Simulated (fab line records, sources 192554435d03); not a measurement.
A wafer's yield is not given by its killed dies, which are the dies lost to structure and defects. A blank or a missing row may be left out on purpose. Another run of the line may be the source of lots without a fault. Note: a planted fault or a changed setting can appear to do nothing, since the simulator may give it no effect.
Matching of chambers    flow n5_finfet    rie_diel-02 running N5_HKMG_FIN_DESCUM_53: 4 sister chambers
The step chemistry O2, time 7.9 s. 18 wafers are shown with their chamber, then 9 later ones without.

WAFERS WITH THEIR CHAMBER
wafer   chamber  showerhead_plenum_p_Torr (Torr)  throttle_valve_pct (%)  oes_product_au (a.u.)
L075.1  1        2.21                             20.27                   0.85
L075.2  2        2.06                             20.52                   0.69
L075.3  3        2.18                             20.20                   0.76
L075.4  0        2.23                             20.11                   0.95
L075.5  0        2.23                             20.10                   0.96
L075.6  3        2.18                             20.19                   0.76
L081.1  0        2.23                             20.11                   0.90
L081.3  1        2.21                             20.30                   0.83
L081.6  0        2.23                             20.11                   0.91
L082.1  1        2.21                             20.28                   0.84
L082.2  2        2.06                             20.53                   0.68
L082.6  3        2.17                             20.20                   0.74
L086.1  2        2.06                             20.56                   0.67
L086.4  1        2.21                             20.31                   0.83
L086.5  1        2.21                             20.30                   0.82
L089.1  1        2.20                             20.30                   0.82
L089.2  2        2.05                             20.57                   0.67
L089.5  3        2.17                             20.22                   0.73

SIGNATURES (averages over the wafers above)
reading                   chamber 0  chamber 1  chamber 2  chamber 3  scatter within a chamber
showerhead_plenum_p_Torr  2.2300     2.2083     2.0575     2.1750     0.0043
throttle_valve_pct        20.1075    20.2933    20.5450    20.2025    0.0155
oes_product_au            0.9300     0.8317     0.6775     0.7475     0.0174
Rule: distance of a wafer from a chamber = root of the sum over the readings of ((wafer's reading minus chamber's mean) / reading's scatter) squared. If the next closest chamber is less than 2 further off than the closest, the wafer can't be placed; otherwise it belongs to the closest. The scatter: the root of (the sum of the squares of (reading less its chamber's mean) over the shown wafers, divided by (wafers less chambers)).

WAFERS MISSING THEIR CHAMBER
wafer   showerhead_plenum_p_Torr (Torr)  throttle_valve_pct (%)  oes_product_au (a.u.)
L091.1  2.17                             20.22                   0.72
L091.2  2.05                             20.56                   0.67
L091.3  2.22                             20.16                   0.86
L091.4  2.20                             20.34                   0.82
L091.5  2.20                             20.31                   0.82
L091.6  2.05                             20.58                   0.67
L096.1  2.16                             20.24                   0.72
L096.2  2.22                             20.15                   0.85
L096.3  2.20                             20.34                   0.80

THE CHAMBER EACH PASSED THROUGH
wafer   from the rows above  in truth
L091.1  3                    3
L091.2  2                    2
L091.3  0                    0
L091.4  1                    1
L091.5  1                    1
L091.6  2                    2
L096.1  3                    3
L096.2  0                    0
L096.3  1                    1
Correctly placed: 9 of 9. Left unplaced by these rows: 0. Number placed wrongly: 0.
